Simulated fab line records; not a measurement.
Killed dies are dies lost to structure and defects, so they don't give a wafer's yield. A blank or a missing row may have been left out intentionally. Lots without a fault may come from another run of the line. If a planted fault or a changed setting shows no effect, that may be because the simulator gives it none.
Which tool is to blame? | flow n5Finfet | 11 lots with 32 wafers sampled at 5 steps, on a route of 1938 steps

== WHAT THE GAUGES READ, wafer by wafer ==
N5_BEOL_M2_THK_MEAS_53: measures by xrf. Usual: M2_THK typically reads 41.0 nm, with standard deviation 2.
lot  | measured     | on           | M2_THK (nm)    | flag
L769 | day 7 14:32  | filmMetro-01 | 41.1 40.9 43.2 | 
L770 | day 7 18:31  | filmMetro-02 | 38.3 40.8 40.1 | 
L771 | day 7 20:24  | filmMetro-01 | 41.1 41.6 43.5 | 
L776 | day 9 03:31  | filmMetro-01 | 42.1 45.2 42.6 | 
L777 | day 10 00:24 | filmMetro-01 | 42.1 40.3 42.1 | 
L779 | day 10 05:57 | filmMetro-02 | 41.5 40.2 38.4 | 
L781 | day 10 14:19 | filmMetro-01 | 39.1 39.3 39.5 | 
L782 | day 10 19:56 | filmMetro-01 | 39.0 42.2      | 
L784 | day 10 22:40 | filmMetro-01 | 44.0 42.1 45.7 | 
L783 | day 11 00:34 | filmMetro-02 | 43.7 42.2 40.7 | 
L791 | day 14 13:33 | filmMetro-02 | 40.1 40.1 39.9 | 

N5_BEOL_M2_INSPECT_59: inspects for defects (darkfield). Usual: rawDefectCount 71, standard deviation 24.
lot  | measured     | on               | rawDefectCount | flag
L769 | day 7 14:49  | defectInspect-01 | 66 73 71       | 
L770 | day 7 18:48  | defectInspect-01 | 52 62 78       | 
L771 | day 7 20:41  | defectInspect-01 | 120 83 57      | 
L776 | day 9 03:48  | defectInspect-01 | 73 56 91       | 
L777 | day 10 00:43 | defectInspect-01 | 76 103 123     | 
L779 | day 10 06:16 | defectInspect-02 | 54 57 84       | 
L781 | day 10 14:40 | defectInspect-01 | 42 63 78       | 
L782 | day 10 20:21 | defectInspect-02 | 65 93          | 
L784 | day 10 22:58 | defectInspect-01 | 71 58 88       | 
L783 | day 11 00:56 | defectInspect-01 | 42 79 38       | 
L791 | day 14 13:50 | defectInspect-02 | 57 97 59       | 

N5_BEOL_M4_RC_MEAS_101. Usual: DIBL_N 36.3 mV/V, standard deviation 1.9; DIBL_P 36.6 mV/V, standard deviation 2.4; IOFF_N 0.17 nA/um, standard deviation 0.037; IOFF_P 0.23 nA/um, standard deviation 0.04; ION_N 682 uA/um, standard deviation 14; ION_P 468 uA/um, standard deviation 8.6; SS_N 71.6 mV/dec, standard deviation 0.67; SS_P 73.4 mV/dec, standard deviation 0.71; VT_N 248 mV, standard deviation 3.3; VT_P -248.9 mV, standard deviation 2.9.
lot  | measured     | on        | DIBL_N (mV/V)  | DIBL_P (mV/V)  | IOFF_N (nA/um) | IOFF_P (nA/um) | ION_N (uA/um) | ION_P (uA/um) | SS_N (mV/dec)  | SS_P (mV/dec)  | VT_N (mV)   | VT_P (mV)            | flag
L769 | day 9 21:16  | prober-02 | 36.9 39.7 34.5 | 37.1 39.7 34.6 | 0.17 0.26 0.13 | 0.23 0.29 0.19 | 666 687 652   | 460 468 454   | 72.4 72.9 70.9 | 73.1 74.1 72.6 | 251 242 254 | -250.3 -244.7 -249.8 | 
L770 | day 9 01:44  | prober-02 | 38.4 35.0 38.3 | 39.9 36.2 40.1 | 0.23 0.15 0.21 | 0.31 0.23 0.29 | 712 681 688   | 486 475 474   | 71.0 71.3 72.5 | 73.5 73.2 74.1 | 242 248 246 | -240.0 -247.9 -244.0 | 
L771 | day 9 07:34  | prober-01 | 32.4 35.1 32.7 | 33.8 37.2 34.3 | 0.14 0.17 0.13 | 0.19 0.22 0.19 | 693 689 660   | 480 469 456   | 70.5 71.8 70.1 | 72.1 73.7 72.4 | 248 249 253 | -247.9 -249.8 -251.4 | 
L776 | day 10 12:25 | prober-01 | 39.4 36.6 35.0 | 39.5 37.6 34.7 | 0.23 0.17 0.14 | 0.27 0.23 0.19 | 697 697 688   | 471 482 474   | 72.8 71.2 71.7 | 74.3 74.0 73.3 | 242 247 248 | -245.8 -247.9 -250.9 | 
L777 | day 11 09:14 | prober-02 | 37.4 37.6 37.3 | 36.5 36.8 36.2 | 0.17 0.18 0.15 | 0.21 0.22 0.20 | 672 683 674   | 460 463 463   | 72.0 71.8 71.9 | 73.4 73.4 72.7 | 250 247 252 | -250.9 -249.2 -252.4 | 
L779 | day 12 11:08 | prober-02 | 33.7 35.0 33.2 | 34.2 35.3 33.7 | 0.13 0.15 0.14 | 0.19 0.21 0.19 | 677 675 691   | 461 466 471   | 70.7 71.3 71.0 | 73.3 73.5 72.5 | 251 250 248 | -250.4 -251.8 -250.7 | 
L781 | day 12 22:55 | prober-02 | 33.3 35.7 37.1 | 30.8 33.8 35.7 | 0.14 0.18 0.20 | 0.19 0.24 0.27 | 660 678 709   | 459 474 488   | 71.3 71.8 71.4 | 72.0 73.0 73.6 | 252 246 245 | -249.0 -246.6 -243.7 | 
L782 | day 13 06:04 | prober-02 | 36.3 35.1      | 37.2 35.8      | 0.18 0.15      | 0.20 0.18      | 693 676       | 471 455       | 70.9 71.2      | 74.6 73.4      | 245 251     | -252.2 -253.6        | 
L784 | day 13 07:41 | prober-01 | 37.4 38.9 36.1 | 38.4 39.7 36.4 | 0.19 0.24 0.17 | 0.25 0.29 0.22 | 677 692 676   | 463 469 465   | 71.4 72.0 71.7 | 74.8 74.4 73.8 | 246 243 249 | -245.6 -246.7 -247.4 | 
L783 | day 13 22:39 | prober-01 | 37.7 39.6 38.3 | 39.2 40.3 38.9 | 0.20 0.25 0.20 | 0.25 0.26 0.24 | 690 694 688   | 472 473 468   | 71.7 72.6 72.4 | 73.4 74.0 73.3 | 245 247 251 | -248.1 -247.4 -251.3 | 
L791 | day 16 15:31 | prober-02 | 34.3 34.5 34.6 | 33.4 34.6 34.5 | 0.14 0.14 0.14 | 0.17 0.18 0.18 | 669 678 672   | 459 469 456   | 71.1 70.5 71.4 | 72.8 73.0 72.8 | 250 250 250 | -252.5 -248.1 -248.1 | 

== TOOL THAT RAN EACH LOT (tool first, then ch and the chambers of the sampled wafers, then the start) ==
lot  | N5_BEOL_M2_ALD_84                  | N5_BEOL_M2_ANNEAL_51
L769 | aldMetal-02 ch 1,2,3, day 7 11:31  | rtpAnneal-02 ch 0, day 7 13:59
L770 | aldMetal-03 ch 0,1,3, day 7 15:14  | rtpAnneal-02 ch 0, day 7 17:58
L771 | aldMetal-04 ch 0,3, day 7 17:04    | rtpAnneal-01 ch 0, day 7 19:53
L776 | aldMetal-03 ch 1,2, day 9 00:23    | rtpAnneal-01 ch 0, day 9 02:58
L777 | aldMetal-04 ch 0,3, day 9 18:17    | rtpAnneal-01 ch 0, day 9 23:54
L779 | aldMetal-03 ch 0,2,3, day 10 02:40 | rtpAnneal-02 ch 0, day 10 05:24
L781 | aldMetal-04 ch 0,1,3, day 10 09:56 | rtpAnneal-02 ch 0, day 10 13:49
L782 | aldMetal-02 ch 0,2, day 10 16:40   | rtpAnneal-01 ch 0, day 10 19:20
L784 | aldMetal-02 ch 0,2,3, day 10 19:40 | rtpAnneal-02 ch 0, day 10 22:05
L783 | aldMetal-03 ch 0,1,3, day 10 19:46 | rtpAnneal-02 ch 0, day 10 23:58
L791 | aldMetal-03 ch 0,2, day 14 10:09   | rtpAnneal-01 ch 0, day 14 12:58
- N5_BEOL_M2_ALD_84: deposits TaN, pulse time 2 s, purge time 3 s, co reactant purge time 2 s.
- N5_BEOL_M2_ANNEAL_51: time 90 s.

== WHAT THE TOOLS THEMSELVES READ (means of the sampled wafers that have a number; where no wafer has one, the mark that the record gives instead) ==
N5_BEOL_M2_ALD_84. Usual: chamberPressureTorr 3.000 Torr, standard deviation 0.007; heaterPowerW 415 W, standard deviation 52.
lot  | tool        | chamberPressureTorr (Torr) | heaterPowerW (W) | flag
L769 | aldMetal-02 | 2.996                      | 401              | 
L770 | aldMetal-03 | 2.998                      | 399              | 
L771 | aldMetal-04 | 2.996                      | 422              | 
L776 | aldMetal-03 | 3.005                      | 387              | 
L777 | aldMetal-04 | 3.008                      | 410              | 
L779 | aldMetal-03 | 2.999                      | 466              | 
L781 | aldMetal-04 | 2.997                      | 388              | 
L782 | aldMetal-02 | 2.993                      | 438              | 
L784 | aldMetal-02 | 2.995                      | 421              | 
L783 | aldMetal-03 | 3.000                      | 397              | 
L791 | aldMetal-03 | 3.005                      | 474              | 

N5_BEOL_M2_ANNEAL_51. Usual: wafer_temp_C_max 225.73, standard deviation 0.19.
lot  | tool         | wafer_temp_C_max | flag
L769 | rtpAnneal-02 | 225.80           | 
L770 | rtpAnneal-02 | 225.93           | 
L771 | rtpAnneal-01 | 225.82           | 
L776 | rtpAnneal-01 | 225.76           | 
L777 | rtpAnneal-01 | 225.71           | 
L779 | rtpAnneal-02 | 225.76           | 
L781 | rtpAnneal-02 | 225.66           | 
L782 | rtpAnneal-01 | 225.88           | 
L784 | rtpAnneal-02 | 223.29           | OFF
L783 | rtpAnneal-02 | 223.13           | OFF
L791 | rtpAnneal-01 | 225.55           | 

== THE ANSWER, worked out from the rows above alone ==
Rule: take the mean of a lot's wafers that have a number; if it is more than 3 standard deviations from the usual mean, the lot is off. Also off: a lot with no number at a reading for which 4 or more lots have one. All remaining lots with rows at the step are treated as sound. First the gauges in route order, then the tools' own readings, where a lot's mean is used as printed above. At the first step where some lot is off, the reading lying furthest off is the one used; lots without a number count as furthest.
Off, at N5_BEOL_M2_ANNEAL_51 on wafer_temp_C_max: L784, L783.
If a tool, at that step or one of the process steps before it, ran each lot that is off and ran no sound lot following the first of them, it fits. One candidate fits, namely rtpAnneal-02 at N5_BEOL_M2_ANNEAL_51. A fault onset in the window from L781 (day 10 13:49, its last sound lot) to L784 (day 10 22:05, its first lot off) fits.
On the lots that are off, the tool's own readings at N5_BEOL_M2_ANNEAL_51 differ by more than 5 times the standard deviation of the sound lots' means, which bears it out; wafer_temp_C_max reads 223.21 there versus 225.76 on the sound lots.

== WHAT THE SIMULATOR HAD PUT IN ==
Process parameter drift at N5_BEOL_M2_ANNEAL_51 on rtpAnneal-02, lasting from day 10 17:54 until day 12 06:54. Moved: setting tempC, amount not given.
Shown lots that were struck: L784, L783. The same result came from the rule above.
